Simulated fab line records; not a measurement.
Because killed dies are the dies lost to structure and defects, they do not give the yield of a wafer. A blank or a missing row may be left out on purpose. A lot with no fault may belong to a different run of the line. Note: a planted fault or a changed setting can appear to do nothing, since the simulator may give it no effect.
Split-lot experiment | flow n5 finfet | route with 1938 steps; 7 lots, 21 wafers read

ON THE SPLIT
At N5_MOL_CONTACT_COAG_SPUTTER_130 (material Co, target thk 47.5 nm), the setting power w was moved away from the recipe's 3000 W on 7 of the 21 wafers read, by +7.2% to +17.2%. This setting was run at the recipe's value on the other wafers.

Reading taken at the split's own step.

THE READING
Co_of_MOL_CONTACT_COAG_SPUTTER_130.thk nm (the simulator's own value, which no gauge read), in nm, at N5_MOL_CONTACT_COAG_SPUTTER_130 (material Co, target thk 47.5 nm). There is no usual value for it anywhere in the file. Here, 14 wafers ran the recipe; their average is 47.8 nm with a standard deviation of 0.44 nm.

wafer  | tool, chamber at the split | power w as run, W | against the recipe | Co_of_MOL_CONTACT_COAG_SPUTTER_130.thk nm, nm | against lot-mates on the recipe
L083.1 | pvd sputter-02, -          | 3415              | +13.8%             | 54.2                                          | +6.6
L083.2 | pvd sputter-02, -          | 3000              | recipe             | 47.6                                          | -
L083.6 | pvd sputter-02, -          | 3415              | +13.8%             | 54                                            | +6.4
L084.1 | pvd sputter-02, -          | 3000              | recipe             | 47.4                                          | -
L084.5 | pvd sputter-02, -          | 3000              | recipe             | 47.2                                          | -
L084.6 | pvd sputter-02, -          | 3000              | recipe             | 47.6                                          | -
L085.1 | pvd sputter-02, -          | 3216              | +7.2%              | 51                                            | +3.0
L085.2 | pvd sputter-02, -          | 3216              | +7.2%              | 51.2                                          | +3.2
L085.4 | pvd sputter-02, -          | 3000              | recipe             | 48                                            | -
L089.3 | pvd sputter-01, -          | 3000              | recipe             | 48.4                                          | -
L089.4 | pvd sputter-01, -          | 3000              | recipe             | 48.6                                          | -
L089.6 | pvd sputter-01, -          | 3000              | recipe             | 48.6                                          | -
L090.2 | pvd sputter-02, -          | 3000              | recipe             | 47.8                                          | -
L090.4 | pvd sputter-02, -          | 3273              | +9.1%              | 52                                            | +4.4
L090.5 | pvd sputter-02, -          | 3000              | recipe             | 47.4                                          | -
L092.1 | pvd sputter-02, -          | 3516              | +17.2%             | 56.6                                          | +8.4
L092.3 | pvd sputter-02, -          | 3516              | +17.2%             | 56.4                                          | +8.2
L092.5 | pvd sputter-02, -          | 3000              | recipe             | 48.2                                          | -
L095.2 | pvd sputter-02, -          | 3000              | recipe             | 47.6                                          | -
L095.5 | pvd sputter-02, -          | 3000              | recipe             | 47.6                                          | -
L095.6 | pvd sputter-02, -          | 3000              | recipe             | 47.8                                          | -

FIT RESULTS
A straight line over all 21 wafers: Co_of_MOL_CONTACT_COAG_SPUTTER_130.thk nm changes by +0.481 nm for each +1% of power w; r = +0.99; the points scatter about the line by 0.43 nm.
The same after taking each lot's own level away (the mean of its wafers on the recipe; 21 wafers): +0.476 nm for each +1%; r = +1.00; scatter 0.17 nm.
Per that fit: largest power w move, reading shift of 8.2 nm.
Measured against the standard deviation above, the lots' own levels, which go from 47.40 to 48.53 nm, span 2.6 times it.
Consequently the slope shifts little with the lot-to-lot level, the two slopes agreeing.
Check: +8.07 nm against its lot-mates is what the line predicts for one of the wafers moved furthest among these (+17.2%) when that wafer is left out of the fit. It came out at +8.4 nm against them.

ADDITIONAL SPLITS CARRIED BY THESE WAFERS
Other splits were also applied to these wafers ahead of the reading. Each is held against what the fit with the lots' levels taken away leaves over:
other split on the same wafers | wafers away from the commonest value | r with Co_of_MOL_CONTACT_COAG_SPUTTER_130.thk nm (lot level and that fit taken away)
N5_HKMG_FIN_COAT_41 spin rpm   | 8                                    | -0.08
N5_GATE_CUT_CUT_ETCH_54 icp w  | 8                                    | -0.31
N5_GATE_CUT_ALD_22 ald cycles  | 7                                    | +0.25

FILE'S OWN FIT
Co_of_MOL_CONTACT_COAG_SPUTTER_130.thk nm changes by +0.474 nm for each +1% of power w, r = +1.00.
